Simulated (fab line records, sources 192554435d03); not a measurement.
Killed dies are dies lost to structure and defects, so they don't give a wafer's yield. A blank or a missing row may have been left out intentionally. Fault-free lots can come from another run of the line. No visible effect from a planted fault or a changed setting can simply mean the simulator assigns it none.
2 desks looking at one fault :: flow n5Finfet :: each desk holds nothing but its own numbers, with what lay behind them at the end

== AT THE TOOL OWNER'S DESK: aldSin-02 ==
The tool's own readings at N5_FIN_SAQP_SPACER1_ALD_24 (deposits SiO2, target thk 20.3 nm, pulse time 1 s, purge time 2 s): means of the sampled wafers that have a number, for each lot that ran on this tool. Any lot whose mean is over 4 standard deviations away from the usual mean is out of limits and marked OUT; that distance is given in the brackets.
Columns: A = heaterPowerW at N5_FIN_SAQP_SPACER1_ALD_24, usual 448 W; B = precursorPulseHeightRel at N5_FIN_SAQP_SPACER1_ALD_24, usual 0.999; C = susceptorTempC at N5_FIN_SAQP_SPACER1_ALD_24, usual 300.01 C
lot: L860
first seen here: day 4 00:30
A: 448
B: 1.011
C: 299.92

lot: L861
first seen here: day 4 06:02
A: 481
B: 1.013
C: 299.90

lot: L862
first seen here: day 4 11:45
A: 481
B: 1.014
C: 300.02

lot: L863
first seen here: day 4 18:52
A: 432
B: 1.015
C: 295.73 (-23) OUT

lot: L865
first seen here: day 5 06:15
A: 455
B: 1.011
C: 295.87 (-22) OUT
This desk's finding: out of limits on L863, L865; first on L863, day 4 18:52 (susceptorTempC at N5_FIN_SAQP_SPACER1_ALD_24). In limits: L860, L861, L862.

== METROLOGY DESK ==
Lot by lot, what the gauges showed, no matter which tool ran the lot: averages of those sampled wafers that carry a number. Any lot whose mean is over 4 standard deviations away from the usual mean is out of limits and marked OUT; that distance is given in the brackets. Readings shown: 7 of its 10, picked as those furthest out on some lot.
Columns: A = DIBL_N at N5_BEOL_M4_RC_MEAS_101, usual 35.8 mV/V; B = DIBL_P at N5_BEOL_M4_RC_MEAS_101, usual 35.6 mV/V; C = IOFF_N at N5_BEOL_M4_RC_MEAS_101, usual 0.148 nA/um; D = IOFF_P at N5_BEOL_M4_RC_MEAS_101, usual 0.20 nA/um; E = SS_N at N5_BEOL_M4_RC_MEAS_101, usual 71.2 mV/dec; F = SS_P at N5_BEOL_M4_RC_MEAS_101, usual 73.1 mV/dec; G = VT_P at N5_BEOL_M4_RC_MEAS_101, usual -251 mV
lot: L858
first seen here: day 9 11:45
A: 33.8
B: 32.7
C: 0.119
D: 0.17
E: 70.5
F: 72.5
G: -253

lot: L860
first seen here: day 9 12:13
A: 35.5
B: 34.2
C: 0.139
D: 0.21
E: 71.2
F: 73.0
G: -248

lot: L861
first seen here: day 10 02:16
A: 35.2
B: 34.9
C: 0.131
D: 0.20
E: 70.7
F: 72.9
G: -248

lot: L862
first seen here: day 10 05:30
A: 35.5
B: 34.7
C: 0.133
D: 0.17
E: 70.8
F: 73.0
G: -254

lot: L863
first seen here: day 10 15:32
A: 35.0
B: 34.8
C: 0.144
D: 0.18
E: 71.3
F: 72.4
G: -251

lot: L864
first seen here: day 11 02:08
A: 35.0
B: 35.6
C: 0.152
D: 0.20
E: 71.2
F: 73.1
G: -250

lot: L865
first seen here: day 11 07:08
A: 38.2
B: 36.9
C: 0.199
D: 0.28
E: 72.7
F: 73.8
G: -244

lot: L873
first seen here: day 13 02:19
A: 38.1
B: 40.2
C: 0.188
D: 0.25
E: 71.9
F: 74.1
G: -248

lot: L874
first seen here: day 13 18:52
A: 36.5
B: 35.2
C: 0.161
D: 0.20
E: 71.3
F: 72.3
G: -248
This desk's verdict: no lot among the 9 shows anything out of limits.

== PUT TOGETHER ==
An alarm could have come from the tool owner's desk at day 4 18:52, on L863, L865.
Nothing out of limits was seen by the metrology desk.
The metrology desk holds a record of L863, L865, inside its limits.
The lots listed all ran N5_FIN_SAQP_SPACER1_ALD_24 on aldSin-02.

== WHAT HAD BEEN PUT IN BY THE SIMULATOR ==
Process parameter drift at N5_FIN_SAQP_SPACER1_ALD_24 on aldSin-02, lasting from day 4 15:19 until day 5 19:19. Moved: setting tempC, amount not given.
Lots struck among those shown: L863, L865.
Delay in hours, fault start to first out-of-limits reading, by desk: the tool owner's desk at 4.
